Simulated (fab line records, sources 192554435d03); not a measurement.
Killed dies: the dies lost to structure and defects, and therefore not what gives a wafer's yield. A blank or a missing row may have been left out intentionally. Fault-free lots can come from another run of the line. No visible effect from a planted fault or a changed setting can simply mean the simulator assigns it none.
Chamber matching	flow n5 finfet	N5_BEOL_M8_ILD_DEP_00 on pecvd-04: 3 sister chambers
The step deposits SiCOH lowk from DEMS/porogen, target thk 179.75 nm, time 33.4 s. 6 wafers are shown with their chamber, then 10 later ones without.

== WAFERS PAIRED WITH THEIR CHAMBERS ==
wafer	chamber	throttle valve pct (%)	showerhead plenum p Torr (Torr)
L082.2	1	14.7	5.751
L082.5	1	15.1	5.748
L083.4	0	14.8	5.711
L083.6	2	13.2	5.714
L084.2	2	13.3	5.711
L084.3	0	14.5	5.706

== WAFERS MISSING THEIR CHAMBER ==
wafer	throttle valve pct (%)	showerhead plenum p Torr (Torr)
L084.5	14.6	5.755
L086.3	14.9	5.757
L086.5	14.3	5.709
L086.6	14.6	5.768
L092.1	13.0	5.723
L092.2	14.5	5.758
L092.4	14.5	5.714
L096.2	13.6	5.732
L096.4	14.6	5.749
L096.6	13.2	5.722

== WHICH CHAMBER EACH ONE RAN IN ==
wafer	from the rows above	in truth
L084.5	1	1
L086.3	1	1
L086.5	0	0
L086.6	1	1
L092.1	2	2
L092.2	1	1
L092.4	0	0
L096.2	can't be placed: 2 or 1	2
L096.4	1	1
L096.6	2	2
Placed correctly: 9 of 10. Can't be placed from these rows: 1 (the true chamber is among the candidates in 1). Number placed wrongly: 0.
How it was worked out, from the rows above alone: a wafer's distance from a chamber is the root of the sum, over the readings, of the square of ((its reading less the chamber's mean) divided by the reading's scatter). If the next closest chamber is less than 2 further off than the closest, the wafer can't be placed; otherwise it belongs to the closest. The mean given for a chamber averages the wafers shown for that chamber. How the scatter is found: for the shown wafers, subtract from each reading the mean of its chamber, square and add these, divide the total by (wafers less chambers), then take the root.
